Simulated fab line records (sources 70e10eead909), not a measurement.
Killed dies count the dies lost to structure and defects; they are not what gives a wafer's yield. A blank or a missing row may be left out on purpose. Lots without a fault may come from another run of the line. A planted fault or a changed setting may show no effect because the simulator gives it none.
Struck lot and sound lot, side by side ; flow nand_harc ; 14 out of 1302 route steps
Sound: these wafers, L745.4, L745.5, L745.6. Struck: wafers L757.1, L757.5 (left out: L757.6, a lot-mate that was not struck); the cause follows at the end.
Order at every step that has rows: each side's tool, ch and its chambers, its first start. Under that, the readings that differ: sound wafers ; struck wafers ; difference of the means ; sigmas: that difference in standard deviations of wafers without a fault.
alike: readings whose means differ by less than 2 such deviations, and words and numbers that are the same on both sides. not compared: withheld readings, readings that some wafer has no value for, bounds like >300 that may hide the same value, and numbers for which the record gives no deviation and whose values overlap.
The two part at a step that has a row with sigmas, a row that says differs or no value, or rows on one side only. Numbers that don't overlap but have no deviation are shown without sigmas and don't part them. Lack of a reading on every wafer of one side parts them only where that side has two or more wafers.

NHARC_P_M1_CMP_23: polishes, t overpolish 20 s, target thk 157.82 nm.
  sound on cmp-01 ch 0,3, day 8 12:39; struck on cmp-02 ch 1,3, day 13 09:56
reading;sound;struck;difference;sigmas
time_to_endpoint_s (s);24.8 24.0 24.3;29.4 28.9;+4.8;+2
  alike: motor_current_A
NHARC_P_M1_THK_MEAS_24: measures by xrf.
  sound on film_metro-01, day 8 12:58; struck on film_metro-02, day 13 10:10
  alike: thk_nm
after that, 1 step had no rows for these wafers: NHARC_P_M1_SRD_25.
NHARC_P_M1_INSPECT_27:
  sound on defect_inspect-02, day 8 13:08; struck on defect_inspect-01, day 13 10:19
  alike: raw_defect_count
NHARC_P_M1_PRE_CLEAN_32: time 12 s.
  sound on pecvd-01 ch 0,1,2, day 8 13:14; struck on pecvd-01 ch 0, day 13 10:24
  alike: heater_power_w
NHARC_P_M1_DEP_33: deposits SiCN, target thk 30 nm.
  sound on pecvd-01 ch 0,1,2, day 8 13:24; struck on pecvd-01 ch 0, day 13 10:31
  alike: heater_power_w
then, 5 steps without rows for these wafers: NHARC_P_M2_DEP_00 (deposits SiOC, target thk 182.5 nm); NHARC_P_M2_DEHYDRATE_01 (time 120 s); NHARC_P_M2_HMDS_02 (time 30 s); NHARC_P_M2_COAT_34 (time 65 s); NHARC_P_M2_COAT_03 (resist thk 90 nm).
NHARC_P_M2_SOFTBAKE_04: time 55 s.
  sound on litho_track-04 ch 0, day 8 14:00; struck on litho_track-04 ch 0, day 13 11:00
reading;sound;struck;difference;sigmas
heater_power_total_W (W);188.45 188.44 188.37;212.95 212.37;+24.24;+99 or more
plate_temp_C (C);104.94 104.86 104.65;- -;no value on the struck wafers;
  alike: exhaust_pa
after that, 1 step had no rows for these wafers: NHARC_P_M2_EBR_05.
-- jump in the record: it breaks off in module P_M2 and resumes in module END (first step shown: number 1302 of the route), and 18 days separate the struck wafers' starts before and after --
NHARC_END_SORT_01:
  only the struck wafers appear in the record here, on prober-02 ch 0 at day 31 12:46; the sound ones have no rows

== WHERE THEY PART ==
At NHARC_P_M1_CMP_23 first; at NHARC_END_SORT_01 last (within this record only).

WHY: what the simulator had put in
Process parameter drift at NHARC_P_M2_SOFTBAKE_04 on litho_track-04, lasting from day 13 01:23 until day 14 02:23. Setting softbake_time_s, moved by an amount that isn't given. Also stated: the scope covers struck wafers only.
